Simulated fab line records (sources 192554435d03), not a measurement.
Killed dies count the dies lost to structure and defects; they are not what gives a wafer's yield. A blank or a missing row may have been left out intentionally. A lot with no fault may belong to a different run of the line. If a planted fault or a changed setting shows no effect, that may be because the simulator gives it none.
Split-lot trial :: flow n5_finfet :: on a route of 1938 steps: 7 lots, 39 wafers read

THE SPLIT
At N5_MOL_CONTACT_COAG_VIA_ETCH_117 (etches SiO2 in C4F6/O2, target depth 40 nm, overetch 8 nm, time 26 s), the setting target_depth_a was moved away from the recipe's 400 angstrom on 12 of the 39 wafers read, by -10.0% to +12.9%. This setting was run at the recipe's value on the other wafers.

The split's own step is where the reading is taken.

THE READING
SOC_of_MOL_CONTACT_COAG_COAT_62.thk_nm (the simulator's own value, which no gauge read), in nm, at N5_MOL_CONTACT_COAG_VIA_ETCH_117 (etches SiO2 in C4F6/O2, target depth 40 nm, overetch 8 nm, time 26 s). There is no usual value for it anywhere in the file. Average 51.5 nm, standard deviation 0.17 nm, over the 27 wafers here run with the recipe.

wafer: L075.1
tool, chamber at the split: rie_diel-01, 0,1,2,1
target_depth_a as run, angstrom: 400
against the recipe: recipe
SOC_of_MOL_CONTACT_COAG_COAT_62.thk_nm, nm: 51.6
against lot-mates on the recipe: -

wafer: L075.2
tool, chamber at the split: rie_diel-01, 0,1,2,1
target_depth_a as run, angstrom: 400
against the recipe: recipe
SOC_of_MOL_CONTACT_COAG_COAT_62.thk_nm, nm: 51.6
against lot-mates on the recipe: -

wafer: L075.3
tool, chamber at the split: rie_diel-01, 0,1,2,1
target_depth_a as run, angstrom: 400
against the recipe: recipe
SOC_of_MOL_CONTACT_COAG_COAT_62.thk_nm, nm: 51.6
against lot-mates on the recipe: -

wafer: L075.5
tool, chamber at the split: rie_diel-01, 0,1,2,1
target_depth_a as run, angstrom: 400
against the recipe: recipe
SOC_of_MOL_CONTACT_COAG_COAT_62.thk_nm, nm: 51.6
against lot-mates on the recipe: -

wafer: L075.4
tool, chamber at the split: rie_diel-01, 3
target_depth_a as run, angstrom: 400
against the recipe: recipe
SOC_of_MOL_CONTACT_COAG_COAT_62.thk_nm, nm: 51.8
against lot-mates on the recipe: -

wafer: L075.6
tool, chamber at the split: rie_diel-01, 2
target_depth_a as run, angstrom: 400
against the recipe: recipe
SOC_of_MOL_CONTACT_COAG_COAT_62.thk_nm, nm: 51.4
against lot-mates on the recipe: -

wafer: L079.1
tool, chamber at the split: rie_diel-05, 2,1,1,2
target_depth_a as run, angstrom: 400
against the recipe: recipe
SOC_of_MOL_CONTACT_COAG_COAT_62.thk_nm, nm: 51.4
against lot-mates on the recipe: -

wafer: L079.2
tool, chamber at the split: rie_diel-05, 2,1,1,2
target_depth_a as run, angstrom: 400
against the recipe: recipe
SOC_of_MOL_CONTACT_COAG_COAT_62.thk_nm, nm: 51.4
against lot-mates on the recipe: -

wafer: L079.5
tool, chamber at the split: rie_diel-05, 2,1,1,2
target_depth_a as run, angstrom: 400
against the recipe: recipe
SOC_of_MOL_CONTACT_COAG_COAT_62.thk_nm, nm: 51.4
against lot-mates on the recipe: -

wafer: L079.6
tool, chamber at the split: rie_diel-05, 2,1,1,2
target_depth_a as run, angstrom: 400
against the recipe: recipe
SOC_of_MOL_CONTACT_COAG_COAT_62.thk_nm, nm: 51.4
against lot-mates on the recipe: -

wafer: L079.3
tool, chamber at the split: rie_diel-05, 0,3
target_depth_a as run, angstrom: 400
against the recipe: recipe
SOC_of_MOL_CONTACT_COAG_COAT_62.thk_nm, nm: 51.6
against lot-mates on the recipe: -

wafer: L079.4
tool, chamber at the split: rie_diel-05, 0,3
target_depth_a as run, angstrom: 400
against the recipe: recipe
SOC_of_MOL_CONTACT_COAG_COAT_62.thk_nm, nm: 51.6
against lot-mates on the recipe: -

wafer: L081.1
tool, chamber at the split: rie_diel-01, 3
target_depth_a as run, angstrom: 400
against the recipe: recipe
SOC_of_MOL_CONTACT_COAG_COAT_62.thk_nm, nm: 51.4
against lot-mates on the recipe: -

wafer: L081.2
tool, chamber at the split: rie_diel-01, 1,0
target_depth_a as run, angstrom: 417.4
against the recipe: +4.3%
SOC_of_MOL_CONTACT_COAG_COAT_62.thk_nm, nm: 51.4
against lot-mates on the recipe: +0.1

wafer: L081.4
tool, chamber at the split: rie_diel-01, 1,0
target_depth_a as run, angstrom: 417.4
against the recipe: +4.3%
SOC_of_MOL_CONTACT_COAG_COAT_62.thk_nm, nm: 51.4
against lot-mates on the recipe: +0.1

wafer: L081.3
tool, chamber at the split: rie_diel-01, 2
target_depth_a as run, angstrom: 400
against the recipe: recipe
SOC_of_MOL_CONTACT_COAG_COAT_62.thk_nm, nm: 51.2
against lot-mates on the recipe: -

wafer: L081.5
tool, chamber at the split: rie_diel-01, 2
target_depth_a as run, angstrom: 400
against the recipe: recipe
SOC_of_MOL_CONTACT_COAG_COAT_62.thk_nm, nm: 51.2
against lot-mates on the recipe: -

wafer: L081.6
tool, chamber at the split: rie_diel-01, 3
target_depth_a as run, angstrom: 417.4
against the recipe: +4.3%
SOC_of_MOL_CONTACT_COAG_COAT_62.thk_nm, nm: 51
against lot-mates on the recipe: -0.3

wafer: L082.1
tool, chamber at the split: rie_diel-01, 1
target_depth_a as run, angstrom: 400
against the recipe: recipe
SOC_of_MOL_CONTACT_COAG_COAT_62.thk_nm, nm: 51.6
against lot-mates on the recipe: -

wafer: L082.2
tool, chamber at the split: rie_diel-01, 2
target_depth_a as run, angstrom: 400
against the recipe: recipe
SOC_of_MOL_CONTACT_COAG_COAT_62.thk_nm, nm: 51.4
against lot-mates on the recipe: -

wafer: L082.3
tool, chamber at the split: rie_diel-01, 0,1
target_depth_a as run, angstrom: 451.7
against the recipe: +12.9%
SOC_of_MOL_CONTACT_COAG_COAT_62.thk_nm, nm: 51
against lot-mates on the recipe: -0.6

wafer: L082.5
tool, chamber at the split: rie_diel-01, 0,1
target_depth_a as run, angstrom: 451.7
against the recipe: +12.9%
SOC_of_MOL_CONTACT_COAG_COAT_62.thk_nm, nm: 51
against lot-mates on the recipe: -0.6

wafer: L082.4
tool, chamber at the split: rie_diel-01, 3
target_depth_a as run, angstrom: 451.7
against the recipe: +12.9%
SOC_of_MOL_CONTACT_COAG_COAT_62.thk_nm, nm: 50.8
against lot-mates on the recipe: -0.8

wafer: L082.6
tool, chamber at the split: rie_diel-01, 0
target_depth_a as run, angstrom: 400
against the recipe: recipe
SOC_of_MOL_CONTACT_COAG_COAT_62.thk_nm, nm: 51.8
against lot-mates on the recipe: -

wafer: L086.1
tool, chamber at the split: rie_diel-06, 0
target_depth_a as run, angstrom: 400
against the recipe: recipe
SOC_of_MOL_CONTACT_COAG_COAT_62.thk_nm, nm: 51.4
against lot-mates on the recipe: -

wafer: L086.2
tool, chamber at the split: rie_diel-06, 1,0,3
target_depth_a as run, angstrom: 359.9
against the recipe: -10.0%
SOC_of_MOL_CONTACT_COAG_COAT_62.thk_nm, nm: 52.2
against lot-mates on the recipe: +0.7

wafer: L086.5
tool, chamber at the split: rie_diel-06, 1,0,3
target_depth_a as run, angstrom: 359.9
against the recipe: -10.0%
SOC_of_MOL_CONTACT_COAG_COAT_62.thk_nm, nm: 52.2
against lot-mates on the recipe: +0.7

wafer: L086.6
tool, chamber at the split: rie_diel-06, 1,0,3
target_depth_a as run, angstrom: 359.9
against the recipe: -10.0%
SOC_of_MOL_CONTACT_COAG_COAT_62.thk_nm, nm: 52.2
against lot-mates on the recipe: +0.7

wafer: L086.3
tool, chamber at the split: rie_diel-06, 2,3
target_depth_a as run, angstrom: 400
against the recipe: recipe
SOC_of_MOL_CONTACT_COAG_COAT_62.thk_nm, nm: 51.6
against lot-mates on the recipe: -

wafer: L086.4
tool, chamber at the split: rie_diel-06, 2,3
target_depth_a as run, angstrom: 400
against the recipe: recipe
SOC_of_MOL_CONTACT_COAG_COAT_62.thk_nm, nm: 51.6
against lot-mates on the recipe: -

wafer: L092.3
tool, chamber at the split: rie_diel-06, 0
target_depth_a as run, angstrom: 400
against the recipe: recipe
SOC_of_MOL_CONTACT_COAG_COAT_62.thk_nm, nm: 51.6
against lot-mates on the recipe: -

wafer: L092.6
tool, chamber at the split: rie_diel-06, 0
target_depth_a as run, angstrom: 400
against the recipe: recipe
SOC_of_MOL_CONTACT_COAG_COAT_62.thk_nm, nm: 51.6
against lot-mates on the recipe: -

wafer: L092.4
tool, chamber at the split: rie_diel-06, 2
target_depth_a as run, angstrom: 400
against the recipe: recipe
SOC_of_MOL_CONTACT_COAG_COAT_62.thk_nm, nm: 52
against lot-mates on the recipe: -

wafer: L095.1
tool, chamber at the split: rie_diel-05, 3
target_depth_a as run, angstrom: 400
against the recipe: recipe
SOC_of_MOL_CONTACT_COAG_COAT_62.thk_nm, nm: 51.6
against lot-mates on the recipe: -

wafer: L095.2
tool, chamber at the split: rie_diel-05, 1,2
target_depth_a as run, angstrom: 447.6
against the recipe: +11.9%
SOC_of_MOL_CONTACT_COAG_COAT_62.thk_nm, nm: 50.8
against lot-mates on the recipe: -0.7

wafer: L095.6
tool, chamber at the split: rie_diel-05, 1,2
target_depth_a as run, angstrom: 447.6
against the recipe: +11.9%
SOC_of_MOL_CONTACT_COAG_COAT_62.thk_nm, nm: 50.8
against lot-mates on the recipe: -0.7

wafer: L095.3
tool, chamber at the split: rie_diel-05, 0
target_depth_a as run, angstrom: 447.6
against the recipe: +11.9%
SOC_of_MOL_CONTACT_COAG_COAT_62.thk_nm, nm: 51
against lot-mates on the recipe: -0.5

wafer: L095.4
tool, chamber at the split: rie_diel-05, 2,1
target_depth_a as run, angstrom: 400
against the recipe: recipe
SOC_of_MOL_CONTACT_COAG_COAT_62.thk_nm, nm: 51.4
against lot-mates on the recipe: -

wafer: L095.5
tool, chamber at the split: rie_diel-05, 2,1
target_depth_a as run, angstrom: 400
against the recipe: recipe
SOC_of_MOL_CONTACT_COAG_COAT_62.thk_nm, nm: 51.4
against lot-mates on the recipe: -
When a row names more than one chamber, that row covers several wafers, and the file does not tell which wafer ran in which chamber.

THE FIT
A straight line over all 39 wafers: SOC_of_MOL_CONTACT_COAG_COAT_62.thk_nm changes by -0.0554 nm for each +1% of target_depth_a; r = -0.88; the points scatter about the line by 0.17 nm.
The same after taking each lot's own level away (the mean of its wafers on the recipe; 39 wafers): -0.0539 nm for each +1%; r = -0.91; scatter 0.14 nm.
Per that fit: largest target_depth_a move, reading shift of 0.7 nm.
From 51.27 to 51.73 nm: that is the span of the lots' own levels, equal to 2.7 times the standard deviation above.
The two slopes are in agreement: the lot-to-lot level therefore moves the slope only a little.
Check: -0.673 nm against its lot-mates is what the line predicts for one of the wafers moved furthest among these (+12.9%) when that wafer is left out of the fit. Against them it came out at -0.6 nm.

THE OTHER SPLITS THESE WAFERS WENT THROUGH
These wafers also went through other splits before the reading. Each is held against what the fit with the lots' levels taken away leaves over:
other split on the same wafers: N5_HKMG_FIN_ETCH_35 bias_w
wafers away from the commonest value: 15
r with SOC_of_MOL_CONTACT_COAG_COAT_62.thk_nm (lot level and that fit taken away): -0.02

other split on the same wafers: N5_GATE_CUT_ETCH_56 target_depth_a
wafers away from the commonest value: 15
r with SOC_of_MOL_CONTACT_COAG_COAT_62.thk_nm (lot level and that fit taken away): +0.00

other split on the same wafers: N5_MOL_CONTACT_COAG_EXPOSE_37 dose_mj
wafers away from the commonest value: 15
r with SOC_of_MOL_CONTACT_COAG_COAT_62.thk_nm (lot level and that fit taken away): -0.08

THE WHOLE CHAIN: every reading that the file lists as answering this split, in the file's order
step: N5_MOL_CONTACT_COAG_VIA_ETCH_117
what it does: etches SiO2 in C4F6/O2, target depth 40 nm, overetch 8 nm, time 26 s
reading: SOC_of_MOL_CONTACT_COAG_COAT_62.thk_nm (the simulator's own value, which no gauge read)
change (the file's fit): -0.0524 nm for each +1% of the setting
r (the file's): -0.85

step: N5_MOL_CONTACT_COAG_ETCH_124
what it does: etches SiNx in CH3F/O2, stops on SiOC, target depth 6.5 nm
reading: etch.depth_nm (the simulator's own value, which no gauge read)
change (the file's fit): not straight: 5.017 at the lowest setting, 5.007 at the recipe, 4.684 at the highest
r (the file's): not given

THE FILE'S OWN FIT
SOC_of_MOL_CONTACT_COAG_COAT_62.thk_nm changes by -0.0524 nm for each +1% of target_depth_a, r = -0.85.
